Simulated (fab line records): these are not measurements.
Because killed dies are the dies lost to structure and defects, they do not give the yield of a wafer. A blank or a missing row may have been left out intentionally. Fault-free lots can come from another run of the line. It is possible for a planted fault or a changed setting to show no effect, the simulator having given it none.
Problem report, 8D (eight disciplines) form, completed by code / flow nand-harc / the parts of the form that need people (team, actions taken, sign-off) are left out

## 1. WHAT IS WRONG
Mean of thk-nm at NHARC_A_SGD_CUT_THK_MEAS_22: 93.5 nm across 4 wafers in 3 lots; on wafers with no fault it is 147.6 nm (standard deviation 1.5). Measured from the usual mean, that is -36 standard deviations.
The step: measures by ellipsometry.
Seen first at day 17 09:54 on film-metro-01, wafer L723.2. Wafers with a number at this step in the record: 36, from 12 lots. Rule for "out" (also "out of limits"): further than 4 standard deviations from the usual mean. Any other wafer with a number is counted as sound.

## 2. WHAT IT IS, WHAT IT ISN'T
question=which readings at this step | is=thk-nm | is not=-
question=which lots | is=L723, L724, L726 | is not=L717, L718, L719, L720, L721, L722, L727, L733, L735
question=which wafers of those lots | is=L723.2, L724.3, L724.5, L726.5 | is not=L723.3, L723.5, L724.6, L726.4, L726.6
question=read on which gauges | is=film-metro-01, film-metro-02 | is not=-
question=when | is=from day 17 09:54 | is not=up to then (20 sound wafers); but 12 sound wafers of L724, L726, L727, L733, L735 came after

## 3. WHAT RULES OUT EACH SUSPECT
Counting: if a tool at a process step up to the reading ran every lot that is out, it stays a suspect. Sound lots after the first of them don't rule it out here, since some wafers of a struck lot are sound.
- the gauge at NHARC_A_SGD_CUT_THK_MEAS_22: ruled out. 2 gauges (film-metro-01, film-metro-02) read the wafers that are out.
- fcvd-01 at NHARC_A_SGD_CUT_DEP_20 (deposits SiO2, target thk 150 nm): kept. Every lot that is out went through it, the first being L723 (day 17 03:06); the last sound lot it ran before that was L722 (day 16 14:31).
Remaining after the count: fcvd-01 at NHARC_A_SGD_CUT_DEP_20.

## 4. THE CAUSE (what the simulator had put in)
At NHARC_A_SGD_CUT_DEP_20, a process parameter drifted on fcvd-01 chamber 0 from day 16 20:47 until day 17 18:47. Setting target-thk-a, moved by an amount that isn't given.
After counting, this tool was the only one left.

## 5. SEQUENCE OF EFFECTS, ordered by route
One row per reading whose mean, taken over the struck wafers that have a number, lies over 3 standard deviations from the usual. Only readings whose record carries a usual standard deviation are examined. hours: median over the lots of the time between each lot's start at the first step of this table that gives one and its start at this step. sigmas: the change, counted in usual standard deviations.
hours=0; step=NHARC_A_SGD_CUT_CMP_21; reading=time-to-endpoint-s; usual=49.1 s; on struck wafers=28.5; change=-20.6; sigmas=-8.2
hours=0; step=NHARC_A_SGD_CUT_THK_MEAS_22; reading=thk-nm; usual=147.6 nm; on struck wafers=93.5; change=-54.1; sigmas=-36
It contains these process steps:
- NHARC_A_SGD_CUT_CMP_21: polishes, target thk 148.19 nm.
At these later measuring or inspecting steps, every struck wafer for which the step has a row has a number for every such reading, and none has moved that far: NHARC_END_SORT_01.

## 6. WHAT WOULD HAVE CAUGHT IT SOONER
The first out-of-limits reading at a measuring or inspecting step in this record came at day 17 09:54, 13 hours after the fault's start at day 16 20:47.
Lots out: 3; of these, L724 started NHARC_A_SGD_CUT_DEP_20 on fcvd-01 after day 17 09:54. Holding the tool at that time would have saved it.
